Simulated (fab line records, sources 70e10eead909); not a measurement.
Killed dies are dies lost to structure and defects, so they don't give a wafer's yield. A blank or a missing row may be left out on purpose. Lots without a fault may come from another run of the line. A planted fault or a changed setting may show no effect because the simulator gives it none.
fab line records | flow nand_harc
record lots=5 wafers=15 last_day=32
route steps=1302 shown A_STAIRCASE@841
lots that met no fault: from a run of the same line without faults
start_h: hours from the record's first day to the start of the lot's first wafer shown | wait_h: hours since the lot's step before | " the same as in the row above | L1.1+2: a row that stands for several wafers | - no value, or no start given | * or withheld: withheld | < > ~ a bound
route shown NAME@n: a module of which the file shows steps, and the number in the route of the first | usual: mean/standard deviation of fault-free wafers | same: alike in all rows | chamber/n: place in a boat | sites: the reading at each site | _std_site: their standard deviation | _edge_site: outer sites' mean less inner sites' | radius_mm: how far each site lies from the wafer's centre | mask NAME#n: copy n | behind: the tool/chamber that last shaped the wafer | hold: why the lot was held/for how many hours/how that ended | device: the transistor (n, p or np) that didn't switch | end of line: the same wafers' tests at the end of the route | a step without rows: its recipe alone | killed: dies lost to structure and defects at the first sort, not the wafer's yield | map: a wafer's dies, x killed, . not, _ none there
set.NAME: the setting as run; set.NAME@STEP: as run at that earlier step | model.NAME: the simulator's own value behind a step, which no gauge read
lots at some steps of the route; a table a step, a row a wafer
services: from which hour (start_h, from the record's first day; less than 0 if before it) a tool's chamber was out of use, for how many hours, and why
## steps
# step NHARC_A_STAIRCASE_ALD_415
# recipe target_thk_a=300 pulse_time_s=6 ald_cycles=300 temp_c=300 material=SiO2
# usual heater_power_w=490/65 precursor_pulse_height_rel=0.999/0.018
# columns lot.wafer tool chamber start_h wait_h heater_power_w precursor_pulse_height_rel
L077.3 ald_hk-04 3 423.32 0.1 543 0.998
L077.4 " 1 " " 463 0.996
L077.1 " 2 " " 535 1.027
L079.3 ald_hk-02 1 430.34 0.1 409 1.023
L079.4 " 3 " " 622 0.981
L079.2 " 0 " " 483 1.011
L084.4 ald_hk-01 0 492.41 0.1 447 1.017
L084.5 " 0 " " 433 0.991
L084.6 " 1 " " 405 0.999
L085.3 ald_hk-01 3 501.21 0.1 505 1.007
L085.2 " 0 " " 444 0.997
L085.5 " 0 " " 438 0.985
L095.4 ald_hk-04 3 607.47 0.5 543 0.996
L095.6 " 1 " " 458 0.986
L095.5 " 2 " " 580 0.981
# step NHARC_A_STAIRCASE_ETCHBACK_416
# recipe target_depth_a=360 time_s=7.2 c4f8_flow_sccm=withheld o2_flow_sccm=8 ar_flow_sccm=withheld rf_w=600 bias_w=800 chemistry=C4F8/O2/Ar
# usual oes_product_au=0.94/0.031 rf_vpp_V=721/3.5
# columns lot.wafer tool chamber start_h wait_h oes_product_au rf_hours_counter_h rf_vpp_V
L077.3 rie_diel-04 2 - - 0.91 31 718
L077.1 " 3 " " 0.92 32 726
L077.4 " 0 " " 0.93 32 730
L079.4 rie_diel-04 1 433.82 2.1 0.93 33 721
L079.2 " 2 " " 0.92 33 719
L079.3 " 3 " " 0.93 33 726
L084.4 rie_diel-04 1 - - 0.94 56 720
L084.5 " 0 " " 0.93 - 727
L084.6 " 1 " " 0.94 - 722
L085.3 rie_diel-08 3 - - 0.92 42 721
L085.2 " 2 " " 0.93 41 721
L085.5 " 3 " " 0.91 - 721
L095.4 rie_diel-08 3 - - 0.91 15 721
L095.6 " 2 " " 1.00 - 722
L095.5 " 3 " " 0.92 - 721
# step NHARC_A_STAIRCASE_STRIP_476
# recipe time_s=20 o2_flow_sccm=500 ar_flow_sccm=0 bias_w=0 chemistry=O2
# usual drypump_motor_current_A=5.7/0.36 oes_product_au=1.002/0.011 rf_vpp_V=57.7/0.97 showerhead_plenum_p_Torr=3.45/0.11 throttle_valve_pct=17.036/0.0094
# columns lot.wafer tool chamber start_h wait_h drypump_motor_current_A oes_product_au rf_hours_counter_h rf_vpp_V showerhead_plenum_p_Torr throttle_valve_pct
L077.1 rie_diel-04 1 425.50 0.1 5.5 1.005 31 56.9 3.45 17.032
L077.4 " 2 " " 6.1 0.969 31 59.6 3.41 17.039
L077.3 " 0 " " 5.1 1.010 32 58.8 3.73 17.025
L079.2 rie_diel-04 2 433.90 0.1 6.1 0.982 33 56.9 3.41 17.042
L079.3 " 3 " " 5.4 1.007 33 56.8 3.59 17.041
L079.4 " 0 " " 5.1 1.019 34 58.2 3.73 17.046
L084.4 rie_diel-04 3 494.59 0.1 5.5 0.999 54 56.9 3.58 17.041
L084.6 " 1 " " 5.5 1.008 - 57.6 3.44 17.043
L084.5 " 2 " " 6.1 0.983 - 58.3 3.40 17.040
L085.3 rie_diel-08 3 503.38 0.1 5.8 0.997 42 57.8 3.45 17.030
L085.2 " 0 " " 5.3 1.000 43 55.7 3.31 17.043
L085.5 " 2 " " 5.9 0.998 - 57.6 3.44 17.029
L095.4 rie_diel-08 1 609.18 0.1 5.8 0.991 25 57.8 3.51 17.033
L095.6 " 2 " " 5.9 1.018 - 56.2 3.43 17.048
L095.5 " 3 " " 5.8 1.006 - 58.0 3.43 17.037
# step NHARC_A_STAIRCASE_DEP_417
# recipe target_thk_a=600 step_coverage_pct=20 temp_c=400 target_thk_nm=60 flow_sccm=200 rf_w=450 material=Si3N4
# usual heater_power_w=700/75
# columns lot.wafer tool chamber start_h wait_h heater_power_w
L077.1 pecvd-04 2 425.59 - 790
L077.3 " 0 " " 705
L077.4 " 0 " " 730
L079.2 pecvd-04 0 434.00 - 674
L079.3 " 1 " " 732
L079.4 " 1 " " 714
L084.4 pecvd-04 0 494.81 - 670
L084.5 " 1 " " 656
L084.6 " 2 " " 710
L085.2 pecvd-03 0 503.47 - 688
L085.3 " 2 " " 598
L085.5 " 2 " " 603
L095.6 pecvd-02 0 609.66 - 631
L095.4 " 1 " " 617
L095.5 " 2 " " 769
# step NHARC_A_STAIRCASE_WET_418
# recipe temp_c=160 target_depth_a=200 chemistry=H3PO4
# columns lot.wafer tool chamber start_h wait_h
L077.1+3+4 wet_h3po4-01 0 427.59 -
L079.2+3+4 wet_h3po4-02 0 436.00 -
L084.4+5+6 wet_h3po4-02 1 498.50 -
L085.2+3+5 wet_h3po4-02 1 505.46 -
L095.4+5+6 wet_h3po4-01 1 611.52 -
# step NHARC_A_STAIRCASE_PRECLEAN_419
# recipe time_s=* temp_c=50 bath_age_min=0 chemistry=SC1
# columns lot.wafer tool chamber start_h wait_h
L077.1+3+4 wet_bench-02 3,6,0 428.16 0.0
L079.4+2+3 wet_bench-03 2,4,6 436.58 0.0
L084.6+4+5 wet_bench-03 4,7,1 499.06 0.0
L085.5+2+3 wet_bench-02 4,6,1 506.04 0.0
L095.4+5+6 wet_bench-05 0,1,3 612.10 0.0
# step NHARC_A_STAIRCASE_SRD_421
# columns lot.wafer tool chamber start_h wait_h
L077.1+3+4 wet_bench-02 3,6,0 - -
L079.4+2+3 wet_bench-03 2,4,6 - -
L084.6+4+5 wet_bench-03 4,7,1 - -
L085.5+2+3 wet_bench-02 4,6,1 - -
L095.4+5+6 wet_bench-05 0,1,3 - -
# step NHARC_A_STAIRCASE_ALD_420
# recipe target_thk_a=200 pulse_time_s=6 ald_cycles=200 temp_c=300 material=SiO2
# usual heater_power_w=503/68 precursor_pulse_height_rel=1.001/0.02
# columns lot.wafer tool chamber start_h wait_h heater_power_w precursor_pulse_height_rel
L077.1 ald_hk-04 3 428.46 - 563 0.991
L077.4 " 0 " " 544 1.027
L077.3 " 1 " " 466 1.004
L079.4 ald_hk-01 1 436.72 - 410 0.981
L079.2 " 2 " " 454 0.985
L079.3 " 3 " " 525 1.000
L084.4 ald_hk-04 3 499.52 - 552 1.015
L084.6 " 1 " " 461 1.031
L084.5 " 2 " " 570 1.005
L085.2 ald_hk-02 0 506.35 - 476 0.988
L085.3 " 2 " " 451 0.985
L085.5 " 0 " " 490 1.024
L095.4 ald_hk-01 3 612.40 - 516 1.007
L095.6 " 2 " " 446 1.020
L095.5 " 3 " " 518 1.001
# step NHARC_A_STAIRCASE_CVD_552
# recipe target_thk_a=400 temp_c=700 pressure_mtorr=300 material=SiNx
# usual spike_tc_centre_C=699.6/1.1 spike_tc_top_C=719.3/1.5
# columns lot.wafer tool chamber start_h wait_h spike_tc_centre_C spike_tc_top_C
L077.1 lpcvd-01 1 - - 699.0 720.5
L077.3 " 1 " " 698.8 721.9
L077.4 " 1 " " 699.0 721.6
L079.2 lpcvd-02 0 - - 697.7 720.2
L079.3 " 0 " " 697.7 718.4
L079.4 " 0 " " 700.4 718.1
L084.4 lpcvd-02 1 - - 698.5 718.5
L084.5 " 1 " " 700.2 720.0
L084.6 " 1 " " 699.4 719.3
L085.2 lpcvd-02 1 - - 700.3 720.5
L085.3 " 1 " " 698.8 719.0
L085.5 " 1 " " 699.7 720.7
L095.4 lpcvd-02 1 - - 701.8 721.2
L095.5 " 1 " " 697.8 720.6
L095.6 " 1 " " 699.4 718.9
# step NHARC_A_STAIRCASE_DEP_151
# recipe target_thk_a=72000 temp_c=400 target_thk_nm=7200 teos_flow_sccm=200 rf_w=500 material=SiO2
# usual heater_power_w=634/81
# columns lot.wafer tool chamber start_h wait_h heater_power_w
L077.1 pecvd-02 2 434.67 0.4 706
L077.3 " 1 " " 614
L077.4 " 2 " " 638
L079.3 pecvd-02 0 444.88 0.4 669
L079.2 " 2 " " 767
L079.4 " 1 " " 493
L084.6 pecvd-02 1 507.62 0.7 509
L084.4 " 2 " " 638
L084.5 " 0 " " 623
L085.2 pecvd-04 0 515.93 0.4 645
L085.3 " 2 " " 831
L085.5 " 2 " " 706
L095.4 pecvd-02 1 620.61 0.7 505
L095.5 " 2 " " 643
L095.6 " 0 " " 607
# step NHARC_A_STAIRCASE_ANNEAL_320
# recipe temp_c=750 time_s=1800
# usual spike_tc_centre_C=750.3/1.1 spike_tc_top_C=765/4
# columns lot.wafer tool chamber start_h wait_h spike_tc_centre_C spike_tc_top_C
L077.1 furnace-06 0 435.96 - 748.7 760
L077.3 " 0 " " 749.2 760
L077.4 " 0 " " 749.3 759
L079.2 furnace-06 0 449.38 - 750.6 760
L079.3 " 0 " " 748.1 760
L079.4 " 0 " " 749.3 760
L084.4 furnace-06 0 509.43 - 749.8 760
L084.5 " 0 " " 749.9 760
L084.6 " 0 " " 748.4 762
L085.2 furnace-08 0 519.68 - 750.8 770
L085.3 " 0 " " 751.4 769
L085.5 " 0 " " 749.8 770
L095.4 furnace-06 0 625.44 - 751.1 761
L095.5 " 0 " " 750.6 761
L095.6 " 0 " " 750.4 761
# step NHARC_A_STAIRCASE_DEP_322
# recipe target_thk_a=72000 temp_c=400 target_thk_nm=7200 teos_flow_sccm=200 rf_w=500 material=SiO2
# usual heater_power_w=635/88
# columns lot.wafer tool chamber start_h wait_h heater_power_w
L077.3 pecvd-02 0 439.68 0.4 735
L077.1 " 1 " " 577
L077.4 " 2 " " 633
L079.3 pecvd-04 1 452.76 0.1 641
L079.2 " 0 " " 636
L079.4 " 2 " " 684
L084.4 pecvd-04 2 513.12 0.3 675
L084.6 " 0 " " 525
L084.5 " 1 " " 583
L085.3 pecvd-02 2 523.07 0.1 758
L085.2 " 1 " " 551
L085.5 " 2 " " 617
L095.4 pecvd-02 1 629.23 0.5 501
L095.6 " 2 " " 642
L095.5 " 1 " " 493
# step NHARC_A_STAIRCASE_ANNEAL_323
# recipe temp_c=750 time_s=1800
# usual spike_tc_centre_C=750.3/1.1 spike_tc_top_C=766/3.9
# columns lot.wafer tool chamber start_h wait_h spike_tc_centre_C spike_tc_top_C
L077.1 furnace-08 0 444.79 - 749.9 769
L077.3 " 0 " " 750.3 768
L077.4 " 0 " " 749.7 767
L079.2 furnace-08 0 456.92 - 751.5 769
L079.3 " 0 " " 750.5 768
L079.4 " 0 " " 749.2 768
L084.4 furnace-06 0 516.79 - 750.2 760
L084.5 " 0 " " 752.4 758
L084.6 " 0 " " 750.4 757
L085.2 furnace-05 0 527.90 - 751.0 766
L085.3 " 0 " " 750.9 767
L085.5 " 0 " " 748.1 768
L095.4 furnace-06 0 633.04 3.7 751.2 758
L095.5 " 0 " " 749.6 761
L095.6 " 0 " " 749.8 760
# step NHARC_A_STAIRCASE_DEP_325
# recipe target_thk_a=72000 temp_c=400 target_thk_nm=7200 teos_flow_sccm=200 rf_w=500 material=SiO2
# usual heater_power_w=636/86
# columns lot.wafer tool chamber start_h wait_h heater_power_w
L077.1 pecvd-02 2 448.50 0.4 715
L077.3 " 1 " " 599
L077.4 " 1 " " 503
L079.2 pecvd-04 2 460.35 0.1 741
L079.3 " 1 " " 655
L079.4 " 0 " " 562
L084.4 pecvd-04 2 520.44 0.3 707
L084.6 " 0 " " 530
L084.5 " 1 " " 561
L085.3 pecvd-03 2 531.39 0.2 638
L085.2 " 0 " " 774
L085.5 " 2 " " 526
L095.5 pecvd-03 1 636.71 0.4 620
L095.4 " 2 " " 506
L095.6 " 0 " " 607
# step NHARC_A_STAIRCASE_ANNEAL_326
# recipe temp_c=750 time_s=1800
# usual spike_tc_centre_C=750.6/1.2 spike_tc_top_C=765/3.2
# columns lot.wafer tool chamber start_h wait_h spike_tc_centre_C spike_tc_top_C
L077.1 furnace-05 0 455.02 - 751.1 766
L077.3 " 0 " " 752.1 766
L077.4 " 0 " " 751.9 767
L079.2 furnace-06 0 464.30 - 750.1 760
L079.3 " 0 " " 749.4 759
L079.4 " 0 " " 749.5 760
L084.4 furnace-08 0 526.87 - 749.7 768
L084.5 " 0 " " 748.6 769
L084.6 " 0 " " 751.4 768
L085.2 furnace-06 0 535.25 - 750.1 760
L085.3 " 0 " " 749.1 760
L085.5 " 0 " " 749.0 760
L095.4 furnace-05 0 643.23 - 751.1 765
L095.5 " 0 " " 752.2 768
L095.6 " 0 " " 749.4 767
# step NHARC_A_STAIRCASE_DEHYDRATE_433
# recipe temp_c=150 time_s=120
# usual exhaust_pa=44.9/0.75
# columns lot.wafer tool chamber start_h wait_h exhaust_pa
L077.1 litho_track-02 0 458.38 0.1 45.1
L077.3 " 0 " " 43.8
L077.4 " 0 " " 44.5
L079.2 litho_track-02 0 467.68 0.1 43.1
L079.3 " 0 " " 44.7
L079.4 " 0 " " 45.2
L084.4 litho_track-03 0 530.26 0.1 44.9
L084.5 " 0 " " 45.3
L084.6 " 0 " " 46.5
L085.2 litho_track-03 0 538.60 0.1 44.8
L085.3 " 0 " " 43.3
L085.5 " 0 " " 44.1
L095.4 litho_track-03 0 646.56 0.1 43.5
L095.5 " 0 " " 45.2
L095.6 " 0 " " 44.8
# step NHARC_A_STAIRCASE_HMDS_434
# recipe time_s=30
# usual exhaust_pa=44.7/0.99
# columns lot.wafer tool chamber start_h wait_h exhaust_pa
L077.1 litho_track-02 0 - - 46.8
L077.3 " 0 " " 45.6
L077.4 " 0 " " 45.1
L079.2 litho_track-02 0 - - 45.9
L079.3 " 0 " " 45.7
L079.4 " 0 " " 45.4
L084.4 litho_track-03 0 - - 44.3
L084.5 " 0 " " 44.1
L084.6 " 0 " " 45.2
L085.2 litho_track-03 0 - - 44.4
L085.3 " 0 " " 45.0
L085.5 " 0 " " 44.6
L095.4 litho_track-03 0 - - 44.8
L095.5 " 0 " " 45.5
L095.6 " 0 " " 45.2
# step NHARC_A_STAIRCASE_COAT_435
# recipe spin_rpm=1200
# usual exhaust_pa=45.1/0.89
# columns lot.wafer tool chamber start_h wait_h exhaust_pa
L077.1 litho_track-02 0 - - 43.2
L077.3 " 0 " " 44.3
L077.4 " 0 " " 45.7
L079.2 litho_track-02 0 - - 46.9
L079.3 " 0 " " 45.4
L079.4 " 0 " " 45.7
L084.4 litho_track-03 0 - - 45.7
L084.5 " 0 " " 45.0
L084.6 " 0 " " 45.6
L085.2 litho_track-03 0 - - 45.9
L085.3 " 0 " " 44.7
L085.5 " 0 " " 44.1
L095.4 litho_track-03 0 - - 45.7
L095.5 " 0 " " 44.5
L095.6 " 0 " " 46.3
# step NHARC_A_STAIRCASE_SOFTBAKE_436
# recipe temp_c=135 time_s=170
# usual exhaust_pa=45.0/0.95
# columns lot.wafer tool chamber start_h wait_h exhaust_pa
L077.1 litho_track-02 0 - - 45.2
L077.3 " 0 " " 44.7
L077.4 " 0 " " 46.4
L079.2 litho_track-02 0 - - 46.0
L079.3 " 0 " " 44.7
L079.4 " 0 " " 42.9
L084.4 litho_track-03 0 - - 44.0
L084.5 " 0 " " 44.8
L084.6 " 0 " " 45.8
L085.2 litho_track-03 0 - - 44.4
L085.3 " 0 " " 45.0
L085.5 " 0 " " 45.6
L095.4 litho_track-03 0 - - 44.9
L095.5 " 0 " " 43.4
L095.6 " 0 " " 43.9
# step NHARC_A_STAIRCASE_EBR_437
# usual exhaust_pa=45.1/0.86
# columns lot.wafer tool chamber start_h wait_h exhaust_pa
L077.1 litho_track-02 0 - - 46.3
L077.3 " 0 " " 45.2
L077.4 " 0 " " 45.6
L079.2 litho_track-02 0 - - 45.6
L079.3 " 0 " " 46.3
L079.4 " 0 " " 44.1
L084.4 litho_track-03 0 - - 44.9
L084.5 " 0 " " 45.3
L084.6 " 0 " " 43.7
L085.2 litho_track-03 0 - - 44.0
L085.3 " 0 " " 44.1
L085.5 " 0 " " 44.2
L095.4 litho_track-03 0 - - 44.9
L095.5 " 0 " " 46.1
L095.6 " 0 " " 45.3
# step NHARC_A_STAIRCASE_EXPOSE_438
# recipe na=0.5 dose_mj=28.97 mask_id=STAIR_REV
# columns lot.wafer tool chamber start_h wait_h mask
L077.1+3+4 krf_scanner-03 0 458.81 - STAIR_REV#0
L079.2+3+4 krf_scanner-01 0 468.02 - STAIR_REV#0
L084.4+5+6 krf_scanner-04 0 530.60 - STAIR_REV#0
L085.2+3+5 krf_scanner-03 0 538.82 - STAIR_REV#0
L095.4+5+6 krf_scanner-01 0 646.91 - STAIR_REV#0
# step NHARC_A_STAIRCASE_PEB_439
# recipe peb_temp_c=115 peb_time_s=130
# usual exhaust_pa=45.0/0.76
# columns lot.wafer tool chamber start_h wait_h exhaust_pa
L077.1 litho_track-05 0 458.88 0.1 43.8
L077.3 " 0 " " 43.7
L077.4 " 0 " " 43.6
L079.2 litho_track-03 0 468.08 0.1 45.2
L079.3 " 0 " " 45.0
L079.4 " 0 " " 45.1
L084.4 litho_track-02 0 530.66 0.0 45.3
L084.5 " 0 " " 43.9
L084.6 " 0 " " 43.9
L085.2 litho_track-05 0 538.88 0.1 45.8
L085.3 " 0 " " 44.5
L085.5 " 0 " " 44.0
L095.4 litho_track-02 0 646.96 0.0 44.6
L095.5 " 0 " " 45.3
L095.6 " 0 " " 45.6
# step NHARC_A_STAIRCASE_DEVELOP_440
# recipe time_s=140
# usual exhaust_pa=45.0/0.8
# columns lot.wafer tool chamber start_h wait_h exhaust_pa
L077.1 litho_track-05 0 - - 44.9
L077.3 " 0 " " 46.2
L077.4 " 0 " " 45.2
L079.2 litho_track-03 0 - - 45.1
L079.3 " 0 " " 44.6
L079.4 " 0 " " 45.0
L084.4 litho_track-02 0 - - 44.8
L084.5 " 0 " " 43.7
L084.6 " 0 " " 44.2
L085.2 litho_track-05 0 - - 45.3
L085.3 " 0 " " 44.3
L085.5 " 0 " " 43.9
L095.4 litho_track-02 0 - - 44.9
L095.5 " 0 " " 45.8
L095.6 " 0 " " 45.3
# step NHARC_A_STAIRCASE_HARDBAKE_442
# recipe temp_c=120 time_s=140
# usual exhaust_pa=44.8/0.85
# columns lot.wafer tool chamber start_h wait_h exhaust_pa
L077.1 litho_track-02 0 459.09 - 44.2
L077.3 " 0 " " 44.6
L077.4 " 0 " " 44.4
L079.2 litho_track-02 0 468.30 - 46.0
L079.3 " 0 " " 46.6
L079.4 " 0 " " 45.3
L084.4 litho_track-02 0 530.89 - 43.5
L084.5 " 0 " " 45.2
L084.6 " 0 " " 44.4
L085.2 litho_track-05 0 539.10 - 44.3
L085.3 " 0 " " 45.0
L085.5 " 0 " " 44.2
L095.4 litho_track-05 0 647.19 - 44.6
L095.5 " 0 " " 46.5
L095.6 " 0 " " 45.1
# step NHARC_A_STAIRCASE_DESCUM_443
# recipe time_s=3 o2_flow_sccm=200 ar_flow_sccm=0 bias_power_w=0 chemistry=O2
# usual drypump_motor_current_A=5.6/0.43 oes_product_au=1.003/0.009 rf_vpp_V=57.8/0.98 showerhead_plenum_p_Torr=1.87/0.083 throttle_valve_pct=11.311/0.0083
# columns lot.wafer tool chamber start_h wait_h drypump_motor_current_A oes_product_au rf_hours_counter_h rf_vpp_V showerhead_plenum_p_Torr throttle_valve_pct
L077.1 rie_diel-01 3 459.19 - 5.9 1.004 23 57.2 1.84 11.322
L077.3 " 1 " " 6.4 1.009 23 56.4 1.83 11.315
L077.4 " 2 " " 5.2 1.010 24 55.8 1.78 11.312
L079.3 rie_diel-08 3 468.40 - 5.8 0.990 29 57.6 1.87 11.311
L079.4 " 0 " " 5.2 0.999 32 56.7 1.79 11.297
L079.2 " 1 " " 5.8 1.009 33 58.0 1.92 11.318
L084.4 rie_diel-08 2 530.98 - 5.9 0.993 53 56.8 1.86 11.291
L084.6 " 0 " " 5.3 0.999 - 55.4 1.78 11.321
L084.5 " 1 " " 5.8 0.997 - 56.7 1.91 11.307
L085.3 rie_diel-01 2 539.20 - 5.2 0.988 50 56.2 1.77 11.310
L085.2 " 3 " " 6.0 0.995 49 58.2 1.83 11.310
L085.5 " 0 " " 4.9 0.997 - 58.1 1.81 11.313
L095.4 rie_diel-08 0 647.27 - 5.2 0.993 36 57.8 1.77 11.302
L095.6 " 3 " " 5.9 1.008 - 57.2 1.85 11.319
L095.5 " 0 " " 5.3 1.014 - 58.4 1.77 11.298
# step NHARC_A_STAIRCASE_ETCH_444
# recipe target_depth_a=2.04e+05 time_s=6800 c4f8_flow_sccm=20 o2_flow_sccm=10 ar_flow_sccm=withheld rf_w=600 bias_w=1000 chemistry=C4F8/O2
# usual oes_product_au=0.935/0.014 rf_vpp_V=804/4.7
# columns lot.wafer tool chamber start_h wait_h oes_product_au rf_hours_counter_h rf_vpp_V
L077.3 rie_diel-01 0 462.11 2.9 0.967 26 801
L077.4 " 1 " " 0.953 28 803
L077.1 " 2 " " 0.948 29 798
L079.3 rie_diel-08 2 468.48 0.1 0.921 32 806
L079.4 " 3 " " 0.928 30 803
L079.2 " 1 " " 0.937 34 808
L084.4 rie_diel-08 0 531.60 0.6 0.931 58 799
L084.6 " 3 533.00 2.0 0.923 - 804
L084.5 " 0 " " 0.924 - 800
L085.2 rie_diel-01 1 539.29 0.1 0.949 50 802
L085.3 " 2 " " 0.923 51 800
L085.5 " 2 541.66 2.4 0.926 - 799
L095.4 rie_diel-08 3 647.83 0.5 0.929 27 802
L095.5 " 2 649.25 1.9 0.928 - 803
L095.6 " 3 " " 0.915 - 805
# step NHARC_A_STAIRCASE_STRIP_446
# recipe power_w=1500 temp_c=250 chemistry=O2
# usual drypump_motor_current_A=5.8/0.54 heater_power_w=343/12
# columns lot.wafer tool chamber start_h wait_h drypump_motor_current_A heater_power_w rf_hours_counter_h
L077.1 plasma_asher-02 1 466.52 0.1 6.4 319 6
L077.3 " 0 " " 4.9 342 -
L077.4 " 1 " " 6.4 324 -
L079.2 plasma_asher-01 0 472.93 0.1 5.5 328 29
L079.4 " 1 " " 6.2 351 -
L079.3 " 0 " " 5.5 329 -
L084.4 plasma_asher-01 0 535.58 0.1 5.5 349 -
L084.6 " 0 " " 5.5 356 -
L084.5 " 1 " " 6.2 341 -
L085.2 plasma_asher-01 1 543.72 0.1 6.2 345 2
L085.3 " 1 " " 6.2 351 -
L085.5 " 1 " " 6.2 355 -
L095.4 plasma_asher-01 0 651.85 0.1 5.5 344 -
L095.5 " 0 " " 5.5 352 -
L095.6 " 1 " " 6.2 355 -
# step NHARC_A_STAIRCASE_STRIP_447
# recipe time_s=900 temp_c=130 chemistry=SPM
# columns lot.wafer tool chamber start_h wait_h
L077.1+4+3 wet_bench-05 0,1,5 466.82 0.3
L079.2+3+4 wet_bench-02 0,1,2 473.24 0.3
L084.5+4+6 wet_bench-05 6,0,1 535.84 0.1
L085.5+2+3 wet_bench-03 5,6,0 544.03 0.1
L095.6+5+4 wet_bench-05 1,2,3 652.12 0.1
# step NHARC_A_STAIRCASE_PRECLEAN_448
# recipe time_s=* temp_c=50 bath_age_min=0 chemistry=SC1
# columns lot.wafer tool chamber start_h wait_h
L077.1+4+3 wet_bench-05 0,1,5 - -
L079.2+3+4 wet_bench-02 0,1,2 - -
L084.5+4+6 wet_bench-05 6,0,1 - -
L085.5+2+3 wet_bench-03 5,6,0 - -
L095.6+5+4 wet_bench-05 1,2,3 - -
# step NHARC_A_STAIRCASE_SRD_449
# columns lot.wafer tool chamber start_h wait_h
L077.1+4+3 wet_bench-05 0,1,5 - -
L079.2+3+4 wet_bench-02 0,1,2 - -
L084.5+4+6 wet_bench-05 6,0,1 - -
L085.5+2+3 wet_bench-03 5,6,0 - -
L095.6+5+4 wet_bench-05 1,2,3 - -
# step NHARC_A_STAIRCASE_CMP_450
# recipe target_thk_nm=200 material=SiO2
# usual motor_current_A=12.2/1.2
# columns lot.wafer tool chamber start_h wait_h motor_current_A
L077.4 cmp-02 1 467.36 - 13.1
L077.1 " 2 " " 10.3
L077.3 " 0 " " 11.3
L079.3 cmp-01 2 473.70 - 10.7
L079.2 " 3 " " 12.0
L079.4 " 0 " " 12.4
L084.4 cmp-03 1 536.32 - 10.9
L084.5 " 3 " " 12.3
L084.6 " 0 " " 14.8
L085.3 cmp-02 1 544.50 - 12.3
L085.2 " 2 " " 10.5
L085.5 " 0 " " 12.0
L095.4 cmp-01 2 652.59 - 10.4
L095.6 " 3 " " 12.0
L095.5 " 0 " " 13.1
# step NHARC_A_STAIRCASE_CMP_152
# usual motor_current_A=12.2/1.3
# columns lot.wafer tool chamber start_h wait_h motor_current_A
L077.4 cmp-02 1 467.43 0.1 12.7
L077.1 " 2 " " 10.2
L077.3 " 0 " " 11.9
L079.3 cmp-01 2 473.78 0.1 10.3
L079.2 " 3 " " 11.8
L079.4 " 0 " " 12.8
L084.4 cmp-03 1 536.39 0.1 11.5
L084.5 " 3 " " 11.7
L084.6 " 0 " " 14.8
L085.3 cmp-02 1 544.57 0.1 13.2
L085.2 " 2 " " 10.2
L085.5 " 0 " " 11.6
L095.4 cmp-01 2 652.66 0.1 10.8
L095.6 " 3 " " 12.1
L095.5 " 0 " " 13.0
# step NHARC_A_STAIRCASE_SRD_154
# columns lot.wafer tool chamber start_h wait_h
L077.4+3+1 wet_bench-05 3,4,5 467.74 0.1
L079.2+4+3 wet_bench-05 6,1,2 474.05 0.0
L084.6+4+5 wet_bench-02 5,1,2 536.66 0.0
L085.5+2+3 wet_bench-03 3,4,7 544.84 0.0
L095.4+6+5 wet_bench-03 6,0,1 652.91 0.0
# step NHARC_A_STAIRCASE_ETCH_403
# recipe target_depth_a=1082 chemistry=dHF material=SiO2
# columns lot.wafer tool chamber start_h wait_h
L077.4+3+1 wet_bench-05 3,4,5 467.79 0.0
L079.2+4+3 wet_bench-05 6,1,2 474.07 0.0
L084.6+4+5 wet_bench-02 5,1,2 536.68 0.0
L085.5+2+3 wet_bench-03 3,4,7 544.86 0.0
L095.4+6+5 wet_bench-03 6,0,1 652.94 0.0
# step NHARC_A_STAIRCASE_ETCHBACK_422
# recipe target_depth_a=400 over_etch_frac=0.3 time_s=74.286 ion_energy_ev=120 ch3f_flow_sccm=50 o2_flow_sccm=30 ar_flow_sccm=200 rf_w=500 bias_w=100 chemistry=CH3F/O2
# usual drypump_motor_current_A=5.6/0.42 oes_product_au=0.95/0.036 rf_vpp_V=243.4/1.4 showerhead_plenum_p_Torr=2.39/0.085 throttle_valve_pct=20.662/0.0095
# columns lot.wafer tool chamber start_h wait_h drypump_motor_current_A oes_product_au rf_hours_counter_h rf_vpp_V showerhead_plenum_p_Torr throttle_valve_pct
L077.3 rie_diel-08 0 467.95 0.1 5.2 0.93 32 242.7 2.30 20.652
L077.1 " 1 " " 5.8 0.92 33 244.2 2.47 20.649
L077.4 " 2 " " 5.9 0.92 30 244.2 2.40 20.655
L079.3 rie_diel-01 1 474.22 0.1 6.4 0.93 32 242.9 2.36 20.675
L079.2 " 2 " " 5.2 0.92 31 242.6 2.29 20.667
L079.4 " 3 " " 5.9 0.92 28 244.8 2.37 20.667
L084.4 rie_diel-01 2 536.96 0.3 5.2 0.93 49 240.8 2.28 20.673
L084.6 " 0 " " 4.9 0.94 - 244.4 2.33 20.647
L084.5 " 1 " " 6.4 0.94 - 243.5 2.35 20.658
L085.3 rie_diel-01 2 545.01 0.1 5.2 0.93 55 241.9 2.28 20.661
L085.2 " 1 " " 6.4 0.95 54 242.2 2.35 20.676
L085.5 " 3 " " 5.9 0.92 - 243.2 2.36 20.669
L095.4 rie_diel-04 0 653.13 0.2 5.1 0.93 41 246.4 2.57 20.658
L095.5 " 1 " " 5.5 0.93 - 242.2 2.37 20.651
L095.6 " 2 " " 6.1 0.92 - 242.0 2.34 20.670
# step NHARC_A_STAIRCASE_ETCH_423
# recipe target_depth_a=300 chemistry=dHF material=SiO2
# columns lot.wafer tool chamber start_h wait_h
L077.3+4+1 wet_bench-03 4,5,0 468.11 0.2
L079.3+4+2 wet_bench-02 6,7,1 474.39 0.2
L084.4+6+5 wet_bench-05 0,2,5 537.10 0.1
L085.5+3+2 wet_bench-03 0,1,4 545.18 0.1
L095.4+6+5 wet_bench-02 4,6,0 653.27 0.1
## services
# columns tool chamber start_h hours kind
litho_track-02 - 402.00 7.0 pm
pecvd-02 - 408.19 13.0 pm
rie_diel-01 3 415.92 2.4 repair
wet_bench-02 - 420.00 8.0 pm
wet_bench-05 - 436.80 8.0 pm
litho_track-03 - 450.00 7.0 pm
pecvd-04 - 465.95 13.0 pm
pecvd-02 2 482.13 1.7 repair
pecvd-02 2 518.55 3.7 repair
wet_bench-02 - 530.56 1.0 repair
rie_diel-04 - 532.03 9.0 pm
rie_diel-08 3 538.83 31.0 repair
rie_diel-08 - 545.11 9.0 pm
rie_diel-08 2 560.10 45.4 repair
wet_bench-03 - 562.40 8.0 pm
litho_track-02 - 577.00 7.0 pm
pecvd-04 2 578.19 20.8 repair
pecvd-02 - 589.19 13.0 pm
wet_bench-02 - 596.00 8.0 pm
wet_bench-05 - 612.80 8.0 pm
pecvd-02 0 622.36 28.2 repair
litho_track-03 - 625.00 7.0 pm
pecvd-04 0 633.48 24.5 repair
pecvd-04 - 646.99 13.0 pm
## key
fault none
